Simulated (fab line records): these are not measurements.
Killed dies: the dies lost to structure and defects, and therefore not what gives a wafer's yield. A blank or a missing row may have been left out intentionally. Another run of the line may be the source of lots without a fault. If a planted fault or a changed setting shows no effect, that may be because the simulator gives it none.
Split-lot trial || flow n5 finfet || 7 lots, 21 wafers read, on a route of 1938 steps

== THE SPLIT ITSELF ==
At N5_BEOL_M7_ETCH_66 (etches SOC in N2/H2, target depth 80 nm, overetch 16 nm, time 120 s), the setting bias w was moved away from the recipe's 150 W on 4 of the 21 wafers read, by -12.4% to +11.9%. The other wafers ran this setting at the recipe's value.

The reading is taken at the split's own step.

== THE READING ==
rf vpp V, in V, at N5_BEOL_M7_ETCH_66 (etches SOC in N2/H2, target depth 80 nm, overetch 16 nm, time 120 s). On this fab line, fault-free wafers typically give 524.3 V with a standard deviation of 2.7 V.

{"wafer": "L080.2", "tool, chamber at the split": "rie diel-04, 3", "bias w as run, W": 150, "against the recipe": "recipe", "rf vpp V, V": 520.8, "against lot-mates on the recipe": "-"}
{"wafer": "L080.4", "tool, chamber at the split": "rie diel-04, 1", "bias w as run, W": 167.8, "against the recipe": "+11.9%", "rf vpp V, V": 564.0, "against lot-mates on the recipe": "+42.7"}
{"wafer": "L080.6", "tool, chamber at the split": "rie diel-04, 0", "bias w as run, W": 150, "against the recipe": "recipe", "rf vpp V, V": 521.9, "against lot-mates on the recipe": "-"}
{"wafer": "L082.1", "tool, chamber at the split": "rie diel-01, 2", "bias w as run, W": 150, "against the recipe": "recipe", "rf vpp V, V": 522.6, "against lot-mates on the recipe": "-"}
{"wafer": "L082.2", "tool, chamber at the split": "rie diel-01, 1", "bias w as run, W": 150, "against the recipe": "recipe", "rf vpp V, V": 523.9, "against lot-mates on the recipe": "-"}
{"wafer": "L082.3", "tool, chamber at the split": "rie diel-01, 3", "bias w as run, W": 150, "against the recipe": "recipe", "rf vpp V, V": 526.0, "against lot-mates on the recipe": "-"}
{"wafer": "L083.1", "tool, chamber at the split": "rie diel-01, 2", "bias w as run, W": 150, "against the recipe": "recipe", "rf vpp V, V": 523.1, "against lot-mates on the recipe": "-"}
{"wafer": "L083.2", "tool, chamber at the split": "rie diel-01, 0", "bias w as run, W": 150, "against the recipe": "recipe", "rf vpp V, V": 528.0, "against lot-mates on the recipe": "-"}
{"wafer": "L083.5", "tool, chamber at the split": "rie diel-01, 2", "bias w as run, W": 150, "against the recipe": "recipe", "rf vpp V, V": 524.0, "against lot-mates on the recipe": "-"}
{"wafer": "L086.1", "tool, chamber at the split": "rie diel-01, 3", "bias w as run, W": 150, "against the recipe": "recipe", "rf vpp V, V": 526.0, "against lot-mates on the recipe": "-"}
{"wafer": "L086.3", "tool, chamber at the split": "rie diel-01, 1", "bias w as run, W": 150, "against the recipe": "recipe", "rf vpp V, V": 522.0, "against lot-mates on the recipe": "-"}
{"wafer": "L086.6", "tool, chamber at the split": "rie diel-01, 0", "bias w as run, W": 150, "against the recipe": "recipe", "rf vpp V, V": 528.1, "against lot-mates on the recipe": "-"}
{"wafer": "L091.2", "tool, chamber at the split": "rie diel-04, 1", "bias w as run, W": 150, "against the recipe": "recipe", "rf vpp V, V": 525.4, "against lot-mates on the recipe": "-"}
{"wafer": "L091.4", "tool, chamber at the split": "rie diel-04, 3", "bias w as run, W": 150, "against the recipe": "recipe", "rf vpp V, V": 521.3, "against lot-mates on the recipe": "-"}
{"wafer": "L091.6", "tool, chamber at the split": "rie diel-04, 3", "bias w as run, W": 150, "against the recipe": "recipe", "rf vpp V, V": 521.0, "against lot-mates on the recipe": "-"}
{"wafer": "L090.2", "tool, chamber at the split": "rie diel-04, 1", "bias w as run, W": 150, "against the recipe": "recipe", "rf vpp V, V": 524.8, "against lot-mates on the recipe": "-"}
{"wafer": "L090.4", "tool, chamber at the split": "rie diel-04, 2", "bias w as run, W": 163.7, "against the recipe": "+9.1%", "rf vpp V, V": 557.9, "against lot-mates on the recipe": "+31.1"}
{"wafer": "L090.6", "tool, chamber at the split": "rie diel-04, 2", "bias w as run, W": 150, "against the recipe": "recipe", "rf vpp V, V": 528.7, "against lot-mates on the recipe": "-"}
{"wafer": "L094.3", "tool, chamber at the split": "rie diel-04, 0", "bias w as run, W": 150, "against the recipe": "recipe", "rf vpp V, V": 522.9, "against lot-mates on the recipe": "-"}
{"wafer": "L094.5", "tool, chamber at the split": "rie diel-04, 0", "bias w as run, W": 131.4, "against the recipe": "-12.4%", "rf vpp V, V": 478.6, "against lot-mates on the recipe": -44.3}
{"wafer": "L094.6", "tool, chamber at the split": "rie diel-04, 1", "bias w as run, W": 131.4, "against the recipe": "-12.4%", "rf vpp V, V": 483.6, "against lot-mates on the recipe": -39.3}

FIT RESULTS
A straight line over all 21 wafers: rf vpp V changes by +3.48 V for each +1% of bias w; r = +0.99; the points scatter about the line by 2.5 V.
The same after taking each lot's own level away (the mean of its wafers on the recipe; 21 wafers): +3.44 V for each +1%; r = +0.99; scatter 2 V.
The reading moves by 43 V for the largest change in bias w, on that fit.
Across the lots, their own levels run from 521.35 to 526.75 V, a range of 2.0 times the standard deviation given above.
So the lot-to-lot level changes the slope little: the two slopes agree.
Check: for one of the wafers moved furthest among these (-12.4%), held out of the fit, the line's prediction against its lot-mates is -41.6 V. Against them it came out at -44.3 V.
Tool readings at the split's step, against how far the setting was moved: rf vpp V r = +0.99.

== THE OTHER SPLITS THESE WAFERS WENT THROUGH ==
Note: prior to the reading, these wafers also went through further splits. Each is held against what the fit with the lots' levels taken away leaves over:
{"other split on the same wafers": "N5_BEOL_M2_TRENCH_ETCH_37 time s", "wafers away from the commonest value": 8, "r with rf vpp V (lot level and that fit taken away)": "+0.21"}
{"other split on the same wafers": "N5_BEOL_M3_EXPOSE_25 dose mj", "wafers away from the commonest value": 7, "r with rf vpp V (lot level and that fit taken away)": -0.02}
{"other split on the same wafers": "N5_BEOL_M4_ETCH_70 time s", "wafers away from the commonest value": 6, "r with rf vpp V (lot level and that fit taken away)": -0.24}
{"other split on the same wafers": "N5_BEOL_M5_COAT_05 spin rpm", "wafers away from the commonest value": 6, "r with rf vpp V (lot level and that fit taken away)": "+0.11"}
{"other split on the same wafers": "N5_BEOL_M5_ETCH_72 bias w", "wafers away from the commonest value": 8, "r with rf vpp V (lot level and that fit taken away)": -0.14}
{"other split on the same wafers": "N5_BEOL_M6_HM_DEP_02 target thk a", "wafers away from the commonest value": 5, "r with rf vpp V (lot level and that fit taken away)": -0.39}
{"other split on the same wafers": "N5_BEOL_M6_TRENCH_ETCH_37 bias w", "wafers away from the commonest value": 7, "r with rf vpp V (lot level and that fit taken away)": "+0.24"}

== THE WHOLE CHAIN: every reading that the file lists as answering this split, in the file's order ==
{"step": "N5_BEOL_M7_ETCH_66", "what it does": "etches SOC in N2/H2, target depth 80 nm, overetch 16 nm, time 120 s", "reading": "rf vpp V", "change (the file's fit)": "+3.46 V for each +1% of the setting", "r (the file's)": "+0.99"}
{"step": "N5_BEOL_M7_ETCH_66", "what it does": "etches SOC in N2/H2, target depth 80 nm, overetch 16 nm, time 120 s", "reading": "SiARC_of_BEOL_M7_COAT_64.thk nm (the simulator's own value, which no gauge read)", "change (the file's fit)": "-0.0843 nm for each +1% of the setting", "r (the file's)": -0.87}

== FILE'S OWN FIT ==
rf vpp V changes by +3.46 V for each +1% of bias w, r = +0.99.
